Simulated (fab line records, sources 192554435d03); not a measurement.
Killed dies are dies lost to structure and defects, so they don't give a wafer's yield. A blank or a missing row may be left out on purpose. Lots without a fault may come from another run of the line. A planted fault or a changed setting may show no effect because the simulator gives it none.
Which tool did it? | flow n5_finfet | 12 lots, 36 wafers sampled, at 1 step of a route of 1938

WHAT THE GAUGES READ, wafer by wafer
N5_BEOL_M10_CD_MEAS_18: pitch 140 nm, target cd 70 nm.
lot  | measured     | on        | cd_nm (nm)
L076 | day 11 01:05 | cd_sem-03 | 71.5 68.7 71.2
L077 | day 11 22:13 | cd_sem-03 | 69.8 71.7 69.9
L078 | day 12 00:57 | cd_sem-01 | 70.3 71.6 70.6
L082 | day 12 13:44 | cd_sem-01 | 71.0 70.5 70.7
L083 | day 12 18:17 | cd_sem-02 | 69.8 69.6 70.3
L085 | day 13 09:37 | cd_sem-03 | 69.7 70.3 70.8
L086 | day 13 17:35 | cd_sem-01 | 71.9 70.0 71.0
L089 | day 14 09:10 | cd_sem-02 | 69.3 69.4 68.2
L093 | day 15 01:49 | cd_sem-02 | 70.2 68.3 69.8
L091 | day 15 19:29 | cd_sem-03 | 70.7 70.3 70.3
L096 | day 15 22:10 | cd_sem-01 | 69.8 69.8 69.6
L097 | day 16 11:56 | cd_sem-03 | 71.0 69.9 70.5

WHICH TOOL RAN EACH LOT (tool, then ch and the chambers of the sampled wafers, then the start)
The record holds no process step before these readings.

THE ANSWER, worked out from the rows above alone
Rule: what is usual is taken from the lots themselves. Put in order of their means at a reading, lots are off if they are a third of the lots or fewer, leave a main group of 4 or more, and stand apart from it by a gap of 3 or more times the standard deviation of the main group's means; of several such gaps the widest counts. A main group whose means are all the same, to the digits that the tables above print for the reading, isn't used. A lot without any number at a reading at which 4 lots or more have one is off too. The other lots that the step has rows for count as sound.
No lot is off at any reading shown: from this, nothing can be told.

WHAT THE SIMULATOR HAD PUT IN
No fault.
